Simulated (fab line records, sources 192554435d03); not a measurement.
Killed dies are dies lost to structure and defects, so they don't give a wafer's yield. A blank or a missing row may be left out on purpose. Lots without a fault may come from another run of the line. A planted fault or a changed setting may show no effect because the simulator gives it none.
fab line records | flow n5_finfet
record lots=4 wafers=12 last_day=16
route steps=1938 shown BEOL_M5@1129 PASSIVATION@1936
lots that met no fault: from a run of the same line without faults
start_h: hours from the record's first day to the start of the lot's first wafer shown | wait_h: hours since the lot's step before | " the same as in the row above | L1.1+2: a row that stands for several wafers | - no value, or no start given | * or withheld: withheld | < > ~ a bound
route shown NAME@n: a module of which the file shows steps, and the number in the route of the first | usual: mean/standard deviation of fault-free wafers | same: alike in all rows | chamber/n: place in a boat | sites: the reading at each site | _std_site: their standard deviation | _edge_site: outer sites' mean less inner sites' | radius_mm: how far each site lies from the wafer's centre | mask NAME#n: copy n | behind: the tool/chamber that last shaped the wafer | hold: why the lot was held/for how many hours/how that ended | device: the transistor (n, p or np) that didn't switch | end of line: the same wafers' tests at the end of the route | a step without rows: its recipe alone | killed: dies lost to structure and defects at the first sort, not the wafer's yield | map: a wafer's dies, x killed, . not, _ none there
set.NAME: the setting as run; set.NAME@STEP: as run at that earlier step | model.NAME: the simulator's own value behind a step, which no gauge read
lots at some steps of the route; a table a step, a row a wafer
services: from which hour (start_h, from the record's first day; less than 0 if before it) a tool's chamber was out of use, for how many hours, and why
## steps
# step N5_BEOL_M5_DESCUM_16
# recipe chemistry=O2 time_s=7 source_power_w=50 bias_power_w=20 pressure_mtorr=20 rf_frequency_hz=2.712e+07 temp_c=40 resist=CAR-EUV o2_flow_sccm=225
# step N5_BEOL_M5_ETCH_72
# recipe chemistry=N2/H2 target=underlayer target_depth_a=65 mask_material=CAR-EUV time_s=5.2 ion_energy_ev=200 pressure_mtorr=30 source_w=840 bias_w=150 n2_flow_sccm=200 h2_flow_sccm=200 ends=cleared
# step N5_BEOL_M5_ETCH_61
# recipe chemistry=CF4 target=SiARC target_depth_a=156 mask_material=CAR-EUV time_s=26 ion_energy_ev=80 pressure_mtorr=40 source_w=545 bias_w=36 Ar_flow_sccm=100 cf4_flow_sccm=100 ends=cleared
# step N5_BEOL_M5_ETCH_62
# recipe chemistry=N2/H2 target=SOC target_depth_a=750 overetch_a=150 mask_material=SiARC temp_c=40 time_s=112.5 ion_energy_ev=200 pressure_mtorr=30 source_w=840 bias_w=150 n2_flow_sccm=200 h2_flow_sccm=200
# step N5_BEOL_M5_STRIP_63
# recipe chemistry=N2/H2 temp_c=40 n2_flow_sccm=200 h2_flow_sccm=200 rf_frequency_hz=6e+07
# step N5_BEOL_M5_STRIP_73
# recipe chemistry=N2/H2 temp_c=40 n2_flow_sccm=200 h2_flow_sccm=200 rf_frequency_hz=6e+07
# step N5_BEOL_M5_STRIP_64
# recipe chemistry=CF4 resist=SiARC power_w=300 bias_power_w=75 pressure_mtorr=50 cf4_flow_sccm=150 rf_frequency_hz=6e+07
# step N5_BEOL_M5_HM_OPEN_17
# recipe chemistry=Cl2/BCl3 target_depth_a=200 overetch_a=60 target=TiN mask_material=SOC ion_energy_ev=150 pressure_mtorr=10 icp_w=1000 bias_w=126 Cl2_flow_sccm=53.25 bcl3_flow_sccm=21.75 Ar_flow_sccm=25
# step N5_BEOL_M5_STRIP_19
# recipe chemistry=O2 power_w=400 temp_c=40 pressure_mtorr=30 rf_frequency_hz=6e+07 bias_power_w=0 overash_fraction=0.2 o2_flow_sccm=225
# step N5_BEOL_M5_COAT_65
# recipe resist=SOC temp_c=250 time_s=60 spin_rpm=1500 resist_thk_nm=60
# usual dispense_pressure_kPa=53.8/2.3 spin_speed_rpm=1500.0/0.93
# columns lot.wafer tool chamber start_h wait_h dispense_pressure_kPa spin_speed_rpm model.SOC_of_BEOL_M5_COAT_65.thk_nm
L583.1 litho_track-03 0 193.17 0.0 55.9 1499.6 59.8
L583.4 " 0 " " 56.0 1500.6 59.8
L583.6 " 0 " " 56.0 1499.9 60
L590.2 litho_track-03 0 233.58 1.8 56.0 1420.7 61.8
L590.4 " 0 " " 56.0 1422.4 61.6
L590.6 " 0 " " 56.0 1420.2 61.2
L591.2 litho_track-03 0 240.15 1.2 56.0 1422.0 61.8
L591.3 " 0 " " 56.0 1422.4 61.6
L591.6 " 0 " " 56.0 1422.6 61.6
L597.1 litho_track-04 0 272.89 2.3 54.5 1498.9 60.2
L597.3 " 0 " " 54.5 1499.1 60.2
L597.6 " 0 " " 54.5 1500.1 60.2
# step N5_BEOL_M5_COAT_66
# recipe resist=SiARC temp_c=220 time_s=60 spin_rpm=1500 resist_thk_nm=12
# step N5_BEOL_M5_COAT_74
# recipe resist=underlayer temp_c=205 time_s=60 spin_rpm=1500 resist_thk_nm=5
# step N5_BEOL_M5_COAT_22
# recipe resist=CAR-EUV spin_rpm=1500 resist_thk_nm=30
# step N5_BEOL_M5_EBR_24
# recipe solvent=PGMEA ebr_width_mm=1.5
# step N5_BEOL_M5_SOFTBAKE_23
# recipe temp_c=110 time_s=60 resist=CAR-EUV
# step N5_BEOL_M5_EXPOSE_25
# recipe mask_id=V4 na=0.33 source_shape=quasar sigma_inner=0.2 sigma_outer=0.6 polarization=unpolarized defocus_nm=10 dose_mj=52.75
# step N5_BEOL_M5_PEB_26
# recipe peb_temp_c=100 peb_time_s=60 resist=CAR-EUV
# step N5_BEOL_M5_DEVELOP_27
# recipe develop_time_s=30 developer=TMAH resist=CAR-EUV rinse_liquid=surfactant_rinse dry=air_spin dev_temp_c=23
# step N5_BEOL_M5_DESCUM_33
# recipe chemistry=O2 time_s=7 source_power_w=50 bias_power_w=20 pressure_mtorr=20 rf_frequency_hz=2.712e+07 temp_c=40 resist=CAR-EUV o2_flow_sccm=225
# step N5_BEOL_M5_ETCH_75
# recipe chemistry=N2/H2 target=underlayer target_depth_a=65 mask_material=CAR-EUV time_s=5.2 ion_energy_ev=200 pressure_mtorr=30 source_w=840 bias_w=150 n2_flow_sccm=200 h2_flow_sccm=200 ends=cleared
# step N5_BEOL_M5_ETCH_67
# recipe chemistry=CF4 target=SiARC target_depth_a=156 mask_material=CAR-EUV time_s=26 ion_energy_ev=80 pressure_mtorr=40 source_w=545 bias_w=36 Ar_flow_sccm=100 cf4_flow_sccm=100 ends=cleared
# step N5_BEOL_M5_ETCH_68
# recipe chemistry=N2/H2 target=SOC target_depth_a=800 overetch_a=160 mask_material=SiARC temp_c=40 time_s=120 ion_energy_ev=200 pressure_mtorr=30 source_w=840 bias_w=150 n2_flow_sccm=200 h2_flow_sccm=200
# usual drypump_motor_current_A=5.5/0.4 oes_product_au=0.61/0.051 rf_vpp_V=524.4/2.7 showerhead_plenum_p_Torr=2.57/0.1 throttle_valve_pct=17.77/0.22
# columns lot.wafer tool chamber start_h wait_h drypump_motor_current_A oes_product_au rf_hours_counter_h rf_vpp_V showerhead_plenum_p_Torr throttle_valve_pct model.etch.depth_nm
L583.1 rie_diel-05 0 193.77 0.0 6.0 0.63 74 524.3 2.58 17.69 59.87
L583.4 " 2 " " 5.1 0.63 71 527.8 2.70 17.72 59.81
L583.6 " 2 " " 5.1 0.64 - 528.3 2.70 17.70 60
L590.2 rie_diel-05 3 234.92 0.0 5.2 0.65 62 524.0 2.60 17.92 61.71
L590.4 " 0 " " 6.1 0.63 85 524.4 2.58 17.73 61.56
L590.6 " 3 " " 5.2 0.65 - 523.6 2.60 17.92 61.29
L591.2 rie_diel-02 0 240.95 0.0 5.0 0.57 188 523.1 2.51 17.67 61.8
L591.3 " 1 " " 6.0 0.59 164 519.7 2.41 17.47 61.59
L591.6 " 0 " " 5.0 0.57 - 523.8 2.51 17.66 61.6
L597.1 rie_diel-05 0 273.70 0.0 6.1 0.62 97 523.9 2.58 17.75 60.18
L597.3 " 2 " " 5.1 0.62 95 528.9 2.69 17.75 60.21
L597.6 " 1 " " 5.9 0.66 - 523.0 2.60 18.10 60.1
# step N5_BEOL_M5_STRIP_69
# recipe chemistry=N2/H2 temp_c=40 n2_flow_sccm=200 h2_flow_sccm=200 rf_frequency_hz=6e+07
# step N5_BEOL_M5_STRIP_76
# recipe chemistry=N2/H2 temp_c=40 n2_flow_sccm=200 h2_flow_sccm=200 rf_frequency_hz=6e+07
# step N5_BEOL_M5_VIA_ETCH_34
# recipe chemistry=C4F6/O2 target=SiCOH_lowk target_depth_a=883 mask_material=SOC taper_deg=4 time_s=39.2 ion_energy_ev=250 pressure_mtorr=30 source_w=345 bias_w=185 Ar_flow_sccm=300 C4F6_flow_sccm=10 O2_flow_sccm=10
# usual drypump_motor_current_A=5.5/0.41 oes_ar_750_au=0.80/0.065 oes_product_au=0.80/0.069 rf_vpp_V=658/20 showerhead_plenum_p_Torr=2.87/0.092 throttle_valve_pct=20.81/0.16
# columns lot.wafer tool chamber start_h wait_h drypump_motor_current_A oes_ar_750_au oes_product_au rf_hours_counter_h rf_vpp_V showerhead_plenum_p_Torr throttle_valve_pct model.SOC_of_BEOL_M5_COAT_65.thk_nm
L583.1 rie_diel-05 0 193.87 0.0 6.1 0.83 0.82 74 672 2.87 20.74 55.8
L583.4 " 2 " " 5.1 0.82 0.83 71 680 2.98 20.61 55.6
L583.6 " 2 " " 5.1 0.83 0.84 - 680 2.98 20.62 55.8
L590.2 rie_diel-05 3 235.03 0.0 5.2 0.83 0.81 62 679 2.89 20.79 57.8
L590.4 " 0 " " 6.0 0.83 0.81 86 669 2.86 20.76 57.6
L590.6 " 3 " " 5.2 0.83 0.83 - 680 2.89 20.80 57.2
L591.2 rie_diel-02 0 241.05 0.0 5.0 0.73 0.72 188 686 2.85 20.96 57.6
L591.3 " 1 " " 6.0 0.77 0.76 164 629 2.75 20.68 57.4
L591.6 " 0 " " 5.1 0.74 0.73 - 686 2.85 20.97 57.4
L597.1 rie_diel-05 0 273.80 0.0 6.0 0.81 0.80 97 671 2.86 20.77 56.2
L597.3 " 2 " " 5.1 0.80 0.81 95 679 2.97 20.66 56
L597.6 " 1 " " 5.8 0.87 0.84 - 647 2.92 21.10 55.8
# step N5_BEOL_M5_STRIP_85
# recipe chemistry=C4F6/O2 resist=SiARC rf_frequency_hz=6e+07
# step N5_PASSIVATION_PROBE_49
# usual defect_limited_yield=91.4/1.6 killed_at_M0_to_M3=31/11 killed_at_M4_up=14/5.7 killed_at_contacts=12/6 killed_at_front_end=41/13 killed_at_other=3.3/2.8 killed_dies=101/19 killed_open=67/14 killed_short=33/8.2 sort_bin_4_leakage=0.0/0.37 sort_bin_5_function=5.0/1.1 sort_bin_6_memory=3.3/0.74 sort_bin_8_speed=0.0/0.36 sort_n_pass=1078/20 sort_yield_pct=91.3/1.7
# same gross_dies=1180 killed_at_back_side=0
# columns lot.wafer tool chamber start_h wait_h defect_limited_yield[%] killed_at_M0_to_M3 killed_at_M4_up killed_at_contacts killed_at_front_end killed_at_other killed_dies killed_open killed_short sort_bin_4_leakage[%] sort_bin_5_function[%] sort_bin_6_memory[%] sort_bin_8_speed[%] sort_n_pass sort_yield_pct[%]
L590.2 prober-02 - 328.50 0.1 90.1 70 13 14 16 4 117 82 33 0 5.9 3.9 0 1063 90.1
L590.4 prober-02 - 328.60 0.2 90.4 48 18 20 25 2 113 80 30 0.3 5.4 3.7 0 1064 90.2
L590.6 prober-02 - 328.70 0.3 91.5 45 15 21 17 2 100 65 33 0 5.1 3.0 0 1080 91.5
L591.2 prober-02 - 334.46 0.1 91.0 39 8 2 57 0 106 71 35 0 5.3 3.5 0 1074 91.0
L591.3 prober-02 - 334.51 0.1 90.8 37 14 11 46 1 109 76 33 0 5.5 3.5 0 1071 90.8
L591.6 prober-02 - 334.66 0.3 90.5 40 7 4 61 0 112 66 44 0 5.3 3.9 0 1068 90.5
L597.1 prober-02 - 371.67 0.0 92.5 30 7 17 31 3 88 68 17 0 4.1 3.1 0 1092 92.5
L597.3 prober-02 - 371.77 0.1 92.6 33 16 15 23 0 87 60 24 0 5.3 1.7 0 1093 92.6
L597.6 prober-02 - 371.92 0.3 92.0 36 13 12 32 1 94 58 29 0 4.2 3.0 0 1086 92.0
# killed by level:class
L590.2 BEOL_M2:geometric_particle:open=23 BEOL_M3:geometric_particle:open=15 MOL_CONTACT_COAG:geometric_particle:open=12 BEOL_M1:geometric_particle:open=11 BEOL_M3:geometric_particle:short=6 BEOL_M2:geometric_particle:short=6 GATE_CUT:geometric_particle:short=5 BEOL_M7:geometric_particle:open=4
L590.4 MOL_CONTACT_COAG:geometric_particle:open=18 BEOL_M1:geometric_particle:open=12 BEOL_M2:geometric_particle:open=9 BEOL_M3:geometric_particle:short=9 FIN_SAQP:geometric_particle:open=5 STI_FIN_REVEAL:geometric_particle:open=5 BEOL_M2:geometric_particle:short=5 BEOL_M7:geometric_particle:open=5
L590.6 MOL_CONTACT_COAG:geometric_particle:open=16 BEOL_M3:geometric_particle:open=10 BEOL_M2:geometric_particle:open=9 BEOL_M0_SAQP:geometric_particle:open=6 MOL_CONTACT_COAG:geometric_particle:short=5 BEOL_M0_SAQP:geometric_particle:short=5 BEOL_M1:geometric_particle:open=5 BEOL_M4:geometric_particle:open=5
L591.2 BEOL_M1:geometric_particle:open=12 GATE_CUT:geometric_particle:open=11 GATE_CUT:geometric_particle:short=10 BEOL_M0_SAQP:geometric_particle:open=8 FIN_SAQP:geometric_particle:short=7 STI_FIN_REVEAL:geometric_particle:open=7 BEOL_M0_SAQP:geometric_particle:short=7 FIN_SAQP:geometric_particle:open=5
L591.3 BEOL_M0_SAQP:geometric_particle:short=11 STI_FIN_REVEAL:geometric_particle:open=9 FIN_SAQP:geometric_particle:short=8 MOL_CONTACT_COAG:geometric_particle:open=8 BEOL_M1:geometric_particle:open=8 FIN_SAQP:geometric_particle:open=7 BEOL_M3:geometric_particle:open=6 DUMMY_GATE:geometric_particle:open=5
L591.6 STI_FIN_REVEAL:geometric_particle:open=15 BEOL_M1:geometric_particle:open=10 GATE_CUT:geometric_particle:short=9 BEOL_M0_SAQP:geometric_particle:open=9 BEOL_M0_SAQP:geometric_particle:short=9 FIN_SAQP:geometric_particle:open=8 FIN_SAQP:geometric_particle:short=6 GATE_CUT:geometric_particle:open=5
L597.1 MOL_CONTACT_COAG:geometric_particle:open=13 FIN_SAQP:geometric_particle:open=11 BEOL_M3:geometric_particle:open=10 BEOL_M1:geometric_particle:open=6 BEOL_M2:geometric_particle:open=6 MOL_CONTACT_COAG:geometric_particle:short=4 BEOL_M1:geometric_particle:short=4 STI_FIN_REVEAL:geometric_particle:open=3
L597.3 MOL_CONTACT_COAG:geometric_particle:open=11 BEOL_M3:geometric_particle:open=9 BEOL_M2:geometric_particle:open=6 BEOL_M0_SAQP:geometric_particle:short=5 BEOL_M4:geometric_particle:open=5 DUMMY_GATE:geometric_particle:open=4 MOL_CONTACT_COAG:geometric_particle:short=4 BEOL_M1:geometric_particle:open=4
L597.6 BEOL_M0_SAQP:geometric_particle:open=11 BEOL_M0_SAQP:geometric_particle:short=11 STI_FIN_REVEAL:geometric_particle:open=8 MOL_CONTACT_COAG:geometric_particle:open=7 HKMG_FIN:area_etch=6 MOL_CONTACT_COAG:geometric_particle:short=5 BEOL_M1:geometric_particle:open=5 DUMMY_GATE:geometric_particle:open=4
## services
# columns tool chamber start_h hours kind
rie_diel-05 2 208.68 3.8 repair
litho_track-04 - 212.76 - consumable_replace:filter
rie_diel-05 0 221.63 2.8 repair
## key
first_sign step=N5_BEOL_M5_COAT_65 reading=spin_speed_rpm direction=down sigmas=84 usual=* struck=*
effect none on later readings
model_effect step=N5_BEOL_M5_COAT_65 value=SOC_of_BEOL_M5_COAT_65.thk_nm without=59.97 struck=61.6
model_effect step=N5_BEOL_M5_ETCH_68 value=etch.depth_nm without=59.97 struck=61.59
model_effect step=N5_BEOL_M5_VIA_ETCH_34 value=SOC_of_BEOL_M5_COAT_65.thk_nm without=55.87 struck=57.5
met_at N5_BEOL_M5_COAT_65
struck_wafers L590.2,L590.4,L590.6,L591.2,L591.3,L591.6
onset_between 193.17 233.58
fault kind=process_parameter_drift tool=litho_track-03 chamber=- onset_h=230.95 steps=N5_BEOL_M5_COAT_65 channel=spin_rpm offset=* shape=step end_h=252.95 acts_in=* stated=*
